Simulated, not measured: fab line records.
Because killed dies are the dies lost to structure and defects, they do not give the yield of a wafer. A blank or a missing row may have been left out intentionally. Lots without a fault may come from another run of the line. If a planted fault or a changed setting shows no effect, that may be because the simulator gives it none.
Comparing a struck lot with a sound one / flow n5Finfet / 19 steps out of a route of 1938
Sound: these wafers, L274.2, L274.4, L274.6. Struck: wafer L283.3. (L283.5, L283.6 of the same lot were not struck and are left out.) The cause comes at the end.
Per side, at each step with rows, come the tool, then ch with its chambers, and then its first start. Under that, the readings that differ: sound wafers / struck wafers / difference of the means / sigmas: that difference in standard deviations of wafers without a fault.
alike: readings whose means differ by less than 2 such deviations, and words and numbers that are the same on both sides. not compared: withheld readings, readings that some wafer has no value for, bounds like >300 that may hide the same value, and numbers for which the record gives no deviation and whose values overlap.
The two part at a step that has a row with sigmas, a row that says differs or no value, or rows on one side only. Non-overlapping numbers with no deviation appear without sigmas and do not part them. A reading missing from all wafers of one side parts the sides only when that side holds two or more wafers.

first, 7 steps without rows for these wafers: N5_BEOL_M6_COAT_60 (time 60 s, resist thk 35 nm); N5_BEOL_M6_COAT_05 (resist thk 90 nm); N5_BEOL_M6_EBR_07; N5_BEOL_M6_SOFTBAKE_06 (time 60 s); N5_BEOL_M6_EXPOSE_08 (exposes mask M6); N5_BEOL_M6_PEB_09 (peb time 60 s); N5_BEOL_M6_DEVELOP_10 (develop time 30 s).
N5_BEOL_M6_CD_MEAS_11: the cd target is 38.5 nm.
  sound on cdSem-01 ch 0, day 9 23:20; struck on cdSem-03 ch 0, day 14 13:07
  alike: cdNm
N5_BEOL_M6_OVL_MEAS_12:
  sound on overlay-02 ch 0, day 9 23:22; struck on overlay-01 ch 0, day 14 13:08
  alike: M6_OVL
N5_BEOL_M6_INSPECT_13: inspects for defects (brightfield).
  struck on defectInspect-02, day 14 13:10; sound on defectInspect-01, day 9 23:23
  alike: rawDefectCount
N5_BEOL_M6_DESCUM_16: chemistry O2, time 7.9 s.
  sound on rieDiel-05 ch 2,3, day 9 23:46; struck on rieDiel-01 ch 0, day 14 13:12
reading=rfVppV (V); sound=244.3 243.1 244.4; struck=241.3; difference=-2.6; sigmas=-2
  alike: chamberPressureMTorr, drypumpMotorCurrentA, oesProductAu, showerheadPlenumPTorr, throttleValvePct
  not compared: rfHoursCounterH
N5_BEOL_M6_ETCH_61: etches SiARC in CF4, target depth 45.5 nm, time 75.8 s.
  sound on rieDiel-05 ch 2,3, day 9 23:49; struck on rieDiel-01 ch 0, day 14 13:14
  alike: chamberPressureMTorr, drypumpMotorCurrentA, etchRfOnTimeS, oesProductAu, rfVppV, showerheadPlenumPTorr, throttleValvePct
  not compared: rfHoursCounterH
N5_BEOL_M6_ETCH_62: etches SOC in N2/H2, target depth 110 nm, overetch 22 nm, time 165 s.
  sound on rieDiel-05 ch 2,3, day 9 23:52; struck on rieDiel-01 ch 0, day 14 13:17
reading=model.SiARC_of_BEOL_M6_COAT_60.thkNm (nm); sound=28.4 28.4 28.4; struck=26; difference=-2; sigmas=
reading=model.BEOL_M6.cdOffsetNm (nm); sound=0.6 0.8 0.6; struck=1.4; difference=+0.7; sigmas=
  alike: chamberPressureMTorr, drypumpMotorCurrentA, oesProductAu, rfVppV, showerheadPlenumPTorr, throttleValvePct
  not compared: rfHoursCounterH
then, 1 step without rows for these wafers: N5_BEOL_M6_STRIP_68 (strips in N2/H2).
N5_BEOL_M6_STRIP_67: strips in CF4.
  sound on rieDiel-05 ch 2,3, day 10 00:01; struck on rieDiel-01 ch 0, day 14 13:26
  alike: chamberPressureMTorr, drypumpMotorCurrentA, oesProductAu, rfVppV, showerheadPlenumPTorr, throttleValvePct
  not compared: rfHoursCounterH
N5_BEOL_M6_HM_OPEN_17: chemistry Cl2/BCl3, target TiN, target depth 20 nm, overetch 6 nm.
  sound on rieMetal-01 ch 0,1, day 10 00:04; struck on rieMetal-01 ch 1, day 14 13:31
reading=chamberPressureMTorr (mTorr); sound=9.996 9.998 10.011; struck=9.980; difference=-0.022; sigmas=-2
reading=model.BEOL_M6.cdOffsetNm (nm); sound=0.6 0.6 0.6; struck=1.4; difference=+0.8; sigmas=
  alike: drypumpMotorCurrentA, oes_ar_750_au, oesProductAu, throttleValvePct
  not compared: rfHoursCounterH
N5_BEOL_M6_STRIP_19: strips in O2.
  sound on rieDiel-01 ch 0,3, day 10 00:17; struck on rieDiel-04 ch 1, day 14 13:47
  alike: chamberPressureMTorr, drypumpMotorCurrentA, oesProductAu, rfVppV, showerheadPlenumPTorr, throttleValvePct
  not compared: rfHoursCounterH
N5_BEOL_M6_CD_MEAS_18: pitch 80 nm, target cd 40 nm.
  struck on cdSem-03, day 14 13:51; sound on cdSem-02, day 10 00:22
reading=cdNm (nm); sound=40.6 40.2 40.7; struck=41.4; difference=+0.9; sigmas=+2
then, 1 step without rows for these wafers: N5_BEOL_M6_COAT_63 (time 60 s, resist thk 60 nm).

WHERE THEY PART
First at N5_BEOL_M6_DESCUM_16; last, within this record, at N5_BEOL_M6_CD_MEAS_18.

WHY: what the simulator had put in
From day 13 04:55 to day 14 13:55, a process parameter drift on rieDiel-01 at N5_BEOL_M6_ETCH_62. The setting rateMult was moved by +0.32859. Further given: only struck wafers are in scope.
